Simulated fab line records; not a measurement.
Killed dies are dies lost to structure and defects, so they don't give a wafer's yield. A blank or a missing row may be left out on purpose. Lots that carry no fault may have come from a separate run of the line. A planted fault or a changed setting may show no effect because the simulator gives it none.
What tool caused it?    flow n5_finfet    Sampling: 10 lots, 27 wafers, 2 of 1938 route steps

## WHAT EACH GAUGE READ, for each wafer
N5_BEOL_M4_RC_MEAS_101.
lot   measured      on         CJ_N
L437  day 8 10:58   prober-01  4.39 4.48 4.44
L438  day 8 11:19   prober-02  4.21 4.39 4.07
L441  day 9 01:04   prober-01  4.44 4.40 4.44
L442  day 9 17:16   prober-01  4.19 4.28 4.20
L447  day 10 08:14  prober-02  4.67 4.39
L451  day 12 00:30  prober-01  4.68 4.35
L455  day 12 17:10  prober-01  4.21 4.43
L457  day 13 04:33  prober-02  4.42 4.25 4.32
L459  day 13 13:22  prober-01  4.41 4.44 4.45
L460  day 13 22:26  prober-02  4.42 4.45 4.48

## WHAT TOOL EACH LOT RAN ON (gives the tool, then ch and the chambers of the sampled wafers, and finally the start)
lot   N5_SD_EPI_N_SD_RECESS_17
L437  rie_si-03 ch 0,1, day 3 02:25
L438  rie_si-02 ch 1,2,3, day 3 07:34
L441  rie_si-03 ch 0,2,3, day 4 04:37
L442  rie_si-05 ch 1,2,3, day 4 07:05
L447  rie_si-03 ch 0,2, day 5 13:07
L451  rie_si-03 ch 0,1, day 6 12:27
L455  rie_si-02 ch 2,3, day 7 13:38
L457  rie_si-02 ch 0,2,3, day 8 02:33
L459  rie_si-03 ch 0,1,3, day 8 14:29
L460  rie_si-03 ch 0,1,3, day 8 19:28
- N5_SD_EPI_N_SD_RECESS_17: chemistry HBr/Cl2/O2, target depth 41 nm, time 23.7 s, bt time 3 s.

## THE ANSWER, worked out from the rows above alone
Rule: what is usual is taken from the lots themselves. Put in order of their means at a reading, lots are off if they are a third of the lots or fewer, leave a main group of 4 or more, and stand apart from it by a gap of 3 or more times the standard deviation of the main group's means; of several such gaps the widest counts. Not used: any main group whose means are identical at the precision the tables above print for the reading. A lot without any number at a reading at which 4 lots or more have one is off too. Where the step has rows for the other lots, those lots are counted as sound.
Across all readings shown, no lot is off: no conclusion can be drawn from this.

## WHAT THE SIMULATOR HAD INSERTED
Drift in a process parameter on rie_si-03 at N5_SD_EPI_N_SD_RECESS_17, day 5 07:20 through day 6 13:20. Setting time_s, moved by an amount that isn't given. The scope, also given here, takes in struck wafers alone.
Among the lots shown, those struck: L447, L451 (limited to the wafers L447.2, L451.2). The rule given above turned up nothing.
